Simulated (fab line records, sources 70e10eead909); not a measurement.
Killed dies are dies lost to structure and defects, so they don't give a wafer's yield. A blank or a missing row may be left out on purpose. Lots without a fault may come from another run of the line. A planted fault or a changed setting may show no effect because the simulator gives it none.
A struck lot beside a sound one | flow nand_harc | 14 steps out of a route of 1159
Sound: wafers L923.1, L923.3, L923.6. Struck: wafers L938.1, L938.3, L938.5. The cause comes at the end.
At each step with rows: each side's tool, then ch and its chambers, then its first start. Under that, the readings that differ: sound wafers | struck wafers | difference of the means | sigmas: that difference in standard deviations of wafers without a fault.
alike: readings whose means differ by less than 2 such deviations, and words and numbers that are the same on both sides. not compared: withheld readings, readings that some wafer has no value for, bounds like >300 that may hide the same value, and numbers for which the record gives no deviation and whose values overlap.
The two part at a step that has a row with sigmas, a row that says differs or no value, or rows on one side only. Numbers that don't overlap but have no deviation are shown without sigmas and don't part them. A reading that every wafer of one side lacks parts them only if that side has two wafers or more.

NHARC_A_ZERO_WELL_INSPECT_17:
  sound on defect_inspect-02, day 7 14:32; struck on defect_inspect-01, day 10 22:52
  alike: raw_defect_count
then, 3 steps without rows for these wafers: NHARC_A_SOURCE_PLATE_PRECLEAN_00 (cleans in HF-LAST, time 60 s); NHARC_A_SOURCE_PLATE_SRD_01; NHARC_A_SOURCE_PLATE_OXIDE_02 (material SiO2, target thk 10 nm, ox time 1362 s).
NHARC_A_SOURCE_PLATE_THK_MEAS_09: measures by ellipsometry.
  sound on film_metro-02, day 7 21:58; struck on film_metro-02, day 11 06:16
  alike: thk_nm
then, 3 steps without rows for these wafers: NHARC_A_SOURCE_PLATE_PVD_04 (deposits WSi2, target thk 50 nm); NHARC_A_SOURCE_PLATE_CVD_03 (deposits poly-Si, target thk 200 nm, time 4000 s); NHARC_A_SOURCE_PLATE_ANNEAL_05 (time 1800 s).
NHARC_A_SOURCE_PLATE_THK_MEAS_06: measures by ellipsometry.
  sound on film_metro-02, day 8 12:40; struck on film_metro-02, day 11 20:46
  alike: thk_nm
NHARC_A_SOURCE_PLATE_INSPECT_08:
  sound on defect_inspect-01, day 8 12:45; struck on defect_inspect-01, day 11 20:52
  alike: raw_defect_count
NHARC_A_ONON_D1_DEP_00: target thk 1000 nm.
  sound on pecvd_onon-02 ch 0, day 8 13:07; struck on pecvd_onon-02 ch 0, day 11 20:56
NHARC_A_ONON_D1_THK_MEAS_02: measures by ellipsometry.
  sound on film_metro-01, day 8 13:38; struck on film_metro-01, day 11 21:27
  reading     | sound       | struck         | difference | sigmas
  thk_nm (nm) | 987 988 989 | 1620 1620 1617 | +631       | +68
then, 1 step without rows for these wafers: NHARC_A_ONON_D1_DEP_03 (target thk 1000 nm).
-- the record jumps here: 12 days lie between the struck wafers' starts before and after (it left off in module A_ONON_D1 and takes up again in module END, whose first step shown is number 1159 of the route) --
NHARC_END_SORT_01:
  sound on prober-01 ch 0, day 20 00:31; struck on prober-02 ch 0, day 23 12:27
  reading         | sound | struck      | difference | sigmas
  killed_at_array | 16 22 | 674 675 675 | +656       | +84
  killed_dies     | 21 26 | 677 677 677 | +654       | +80
  alike: killed_at_other, killed_at_periphery, killed_open, killed_short

WHERE THEY PART
First at NHARC_A_ONON_D1_THK_MEAS_02; last, within this record, at NHARC_END_SORT_01.

WHY: what the simulator had put in
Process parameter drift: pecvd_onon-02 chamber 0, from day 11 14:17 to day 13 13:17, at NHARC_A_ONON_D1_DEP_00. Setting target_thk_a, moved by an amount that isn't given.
